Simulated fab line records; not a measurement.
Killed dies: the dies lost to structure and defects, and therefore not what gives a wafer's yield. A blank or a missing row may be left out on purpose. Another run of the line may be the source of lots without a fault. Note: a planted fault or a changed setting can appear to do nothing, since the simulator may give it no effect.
Matching of chambers | flow n5Finfet | N5_BEOL_M12_ETCH_38 on rieDiel-05: 4 sister chambers
The step etches SiCN in CF4/N2, target depth 68.7 nm, time 73.4 s. 22 wafers are shown with their chamber, then 11 later ones without.

== WAFERS WITH THEIR CHAMBER ==
wafer  | chamber | showerheadPlenumPTorr (Torr) | throttleValvePct (%) | rfVppV (V)
L075.1 | 1       | 2.17                         | 15.14                | 381.0
L075.4 | 3       | 2.26                         | 15.86                | 383.1
L075.6 | 2       | 2.25                         | 14.95                | 383.0
L076.3 | 0       | 2.15                         | 15.16                | 382.5
L076.5 | 0       | 2.15                         | 15.17                | 380.6
L076.6 | 3       | 2.26                         | 15.86                | 383.1
L077.2 | 2       | 2.25                         | 14.95                | 383.3
L077.4 | 1       | 2.17                         | 15.17                | 381.7
L077.5 | 1       | 2.17                         | 15.15                | 380.3
L078.1 | 1       | 2.17                         | 15.16                | 380.8
L078.3 | 3       | 2.26                         | 15.88                | 384.6
L078.4 | 2       | 2.25                         | 14.97                | 384.3
L081.3 | 3       | 2.26                         | 15.89                | 383.7
L081.5 | 1       | 2.17                         | 15.18                | 380.5
L081.6 | 0       | 2.15                         | 15.16                | 381.0
L088.2 | 0       | 2.15                         | 15.19                | 380.0
L088.4 | 0       | 2.15                         | 15.17                | 381.9
L088.5 | 1       | 2.17                         | 15.19                | 381.1
L093.2 | 3       | 2.25                         | 15.42                | 382.6
L093.3 | 2       | 2.24                         | 15.03                | 382.7
L093.5 | 0       | 2.14                         | 15.22                | 381.2
L094.1 | 2       | 2.24                         | 15.03                | 383.5

SIGNATURES (averages over the wafers above)
reading               | chamber 0 | chamber 1 | chamber 2 | chamber 3 | scatter within a chamber
showerheadPlenumPTorr | 2.1483    | 2.1700    | 2.2460    | 2.2580    | 0.00397
throttleValvePct      | 15.1783   | 15.1650   | 14.9860   | 15.7820   | 0.0988
rfVppV                | 381.200   | 380.900   | 383.360   | 383.420   | 0.709
Rule: distance of a wafer from a chamber = root of the sum over the readings of ((wafer's reading minus chamber's mean) / reading's scatter) squared. If the next closest chamber is less than 2 further off than the closest, the wafer can't be placed; otherwise it belongs to the closest. How the scatter is found: for the shown wafers, subtract from each reading the mean of its chamber, square and add these, divide the total by (wafers less chambers), then take the root.

== WAFERS WITHOUT THEIR CHAMBER ==
wafer  | showerheadPlenumPTorr (Torr) | throttleValvePct (%) | rfVppV (V)
L094.5 | 2.16                         | 15.22                | 381.5
L094.6 | 2.14                         | 15.22                | 379.6
L095.1 | 2.25                         | 15.46                | 382.6
L095.4 | 2.16                         | 15.26                | 381.1
L095.5 | 2.14                         | 15.23                | 381.5
L096.1 | 2.15                         | 15.26                | 381.7
L096.2 | 2.23                         | 15.05                | 382.0
L096.5 | 2.23                         | 15.04                | 383.7
L097.2 | 2.14                         | 15.26                | 380.5
L097.3 | 2.23                         | 15.06                | 383.1
L097.5 | 2.25                         | 15.46                | 383.7

== WHICH CHAMBER EACH ONE RAN IN ==
wafer  | from the rows above     | in truth
L094.5 | can't be placed: 1 or 0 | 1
L094.6 | 0                       | 0
L095.1 | can't be placed: 3 or 2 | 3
L095.4 | can't be placed: 1 or 0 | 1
L095.5 | 0                       | 0
L096.1 | 0                       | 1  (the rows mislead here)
L096.2 | 2                       | 2
L096.5 | 2                       | 2
L097.2 | 0                       | 0
L097.3 | 2                       | 2
L097.5 | can't be placed: 3 or 2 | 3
Correct placement for 6 of the 11. Can't be placed from these rows: 4 (the true chamber is among the candidates in 4). Wrongly placed: 1.
